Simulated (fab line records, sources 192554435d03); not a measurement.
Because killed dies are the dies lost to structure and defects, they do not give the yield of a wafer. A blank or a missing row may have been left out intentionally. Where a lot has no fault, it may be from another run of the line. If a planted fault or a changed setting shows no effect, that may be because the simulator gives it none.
A struck lot beside a sound one / flow n5-finfet / 30 out of 1938 route steps
Sound: the wafers L792.2, L792.3, L792.4. Wafers struck: L798.2, L798.5, L798.6. At the end, the cause is stated.
Per side, at each step with rows, come the tool, then ch with its chambers, and then its first start. Under that, the readings that differ: sound wafers / struck wafers / difference of the means / sigmas: that difference in standard deviations of wafers without a fault.
alike: readings whose means differ by less than 2 such deviations, and words and numbers that are the same on both sides. not compared: withheld readings, readings that some wafer has no value for, bounds like >300 that may hide the same value, and numbers for which the record gives no deviation and whose values overlap.
A row with sigmas, a row that says differs or no value, or rows on one side alone: a step with any of these is where the two part. Non-overlapping numbers with no deviation appear without sigmas and do not part them. Lack of a reading on every wafer of one side parts them only where that side has two or more wafers.

first, 11 steps without rows for these wafers: N5_GATE_CUT_ETCH_56 (etches TiN in Cl2/Ar, target depth 21.6 nm); N5_GATE_CUT_ETCHBACK_30 (etches TiN in Cl2/Ar, target depth 3 nm); N5_GATE_CUT_VAPOR_ETCH_60 (etches HfO2 in BCl3/Cl2); N5_GATE_CUT_ETCH_58 (etches SiNx in CH3F/O2, target depth 17 nm, time 128.6 s); N5_GATE_CUT_STRIP_59 (strips in N2/H2, time 20 s); N5_GATE_CUT_PRECLEAN_31 (cleans in DIW, time 300 s); N5_GATE_CUT_SRD_32 (time 30 s); N5_GATE_CUT_SAC_CAP_01 (material SiNx, target thk 24 nm, pulse time 1 s, ald cycles 480); N5_GATE_CUT_PECVD_57 (deposits SiNx from SiH4/NH3/N2, target thk 21 nm); N5_GATE_CUT_CMP_02 (polishes, stops on SiO2, t overpolish 12.7 s, target thk 0 nm); N5_GATE_CUT_HM_DEP_46 (deposits SiO2 from TEOS/O2, target thk 130 nm, time 26.6 s).
N5_GATE_CUT_COAT_34: time 60 s, resist thk 60 nm.
  sound on litho-track-01 ch 0, day 6 15:29; struck on litho-track-01 ch 0, day 8 04:59
reading=spin-speed-rpm (rpm); sound=1498.5 1501.7 1501.5; struck=1410.9 1411.2 1413.2; difference=-88.8; sigmas=-89
reading=model.SOC_of_GATE_CUT_COAT_34.thk-nm (nm); sound=60.2 60 60.2; struck=61.8 61.8 61.8; difference=+1.7; sigmas=
  alike: chill-plate-temp-C
then, 11 steps without rows for these wafers: N5_GATE_CUT_COAT_35 (time 60 s, resist thk 10 nm); N5_GATE_CUT_COAT_27 (time 60 s, resist thk 10 nm); N5_GATE_CUT_COAT_07 (resist thk 30 nm); N5_GATE_CUT_EBR_09; N5_GATE_CUT_SOFTBAKE_08 (time 60 s); N5_GATE_CUT_EXPOSE_10 (exposes mask GATE CUT, target cd 20 nm); N5_GATE_CUT_PEB_11 (peb time 60 s); N5_GATE_CUT_DEVELOP_12 (develop time 30 s); N5_GATE_CUT_DESCUM_18 (chemistry O2, time 7 s); N5_GATE_CUT_ETCH_28 (etches underlayer in N2/H2, target depth 13 nm, time 10.4 s); N5_GATE_CUT_ETCH_36 (etches SiARC in CF4, target depth 13 nm, time 21.7 s).
N5_GATE_CUT_ETCH_37: etches SOC in N2/H2, target depth 60 nm, overetch 12 nm, time 90 s.
  sound on rie-diel-06 ch 0,1,2, day 6 16:04; struck on rie-diel-06 ch 0,1,3, day 8 05:29
reading=model.etch.depth-nm (nm); sound=60.26 60.07 60.14; struck=61.89 61.73 61.74; difference=+1.63; sigmas=
  alike: drypump-motor-current-A, oes-product-au, rf-fwd-power-W, rf-vpp-V, showerhead-plenum-p-Torr, throttle-valve-pct
  not compared: rf-hours-counter-h
then, 2 steps without rows for these wafers: N5_GATE_CUT_STRIP_38 (strips in N2/H2); N5_GATE_CUT_STRIP_39 (strips in N2/H2).
N5_GATE_CUT_HM_OPEN_40: chemistry C4F6/O2, target SiO2, target depth 139 nm, time 85.1 s.
  sound on rie-diel-06 ch 0,1,2, day 6 16:10; struck on rie-diel-06 ch 0,1,3, day 8 05:34
reading=model.SOC_of_GATE_CUT_COAT_34.thk-nm (nm); sound=33.6 32.2 32.6; struck=34.6 34.2 34.6; difference=+1.7; sigmas=
  alike: drypump-motor-current-A, etch-rf-on-time-s, oes-product-au, rf-fwd-power-W, rf-vpp-V, showerhead-plenum-p-Torr, throttle-valve-pct
  not compared: rf-hours-counter-h
then, 1 step without rows for these wafers: N5_GATE_CUT_STRIP_41 (strips in CF4).
-- record jumps: 4 days separate the struck wafers' starts on either side; left off in module GATE_CUT, taken up again in module BEOL_M4, whose first shown step is the route's number 1111 --
N5_BEOL_M4_RC_MEAS_101:
  sound on prober-01 ch 0, day 10 21:52; struck on prober-02 ch 0, day 12 06:02
  alike: DIBL_N, DIBL_P, IOFF_N, IOFF_P, ION_N, ION_P, SS_N, SS_P, VT_N, VT_P
-- record jumps: 5 days separate the struck wafers' starts on either side; left off in module BEOL_M4, taken up again in module PASSIVATION, whose first shown step is the route's number 1936 --
N5_PASSIVATION_PROBE_49:
  sound on prober-02 at day 15 04:22; struck on prober-02 at day 17 07:08
reading=killed_at_M4_up; sound=11 13 9; struck=17 32 20; difference=+12; sigmas=+2
  alike: defect-limited-yield, killed_at_M0_to_M3, killed-at-contacts, killed-at-front-end, killed-at-other, killed-dies, killed-on-rim, killed-open, killed-short, sort_bin_4_leakage, sort_bin_5_function, sort_bin_6_memory, sort-n-pass, sort-yield-pct

WHERE THEY PART
At N5_GATE_CUT_COAT_34 first; at N5_PASSIVATION_PROBE_49 last (within this record only).

WHY: the cause the simulator had injected
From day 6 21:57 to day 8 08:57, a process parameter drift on litho-track-01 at N5_GATE_CUT_COAT_34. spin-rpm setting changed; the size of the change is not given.
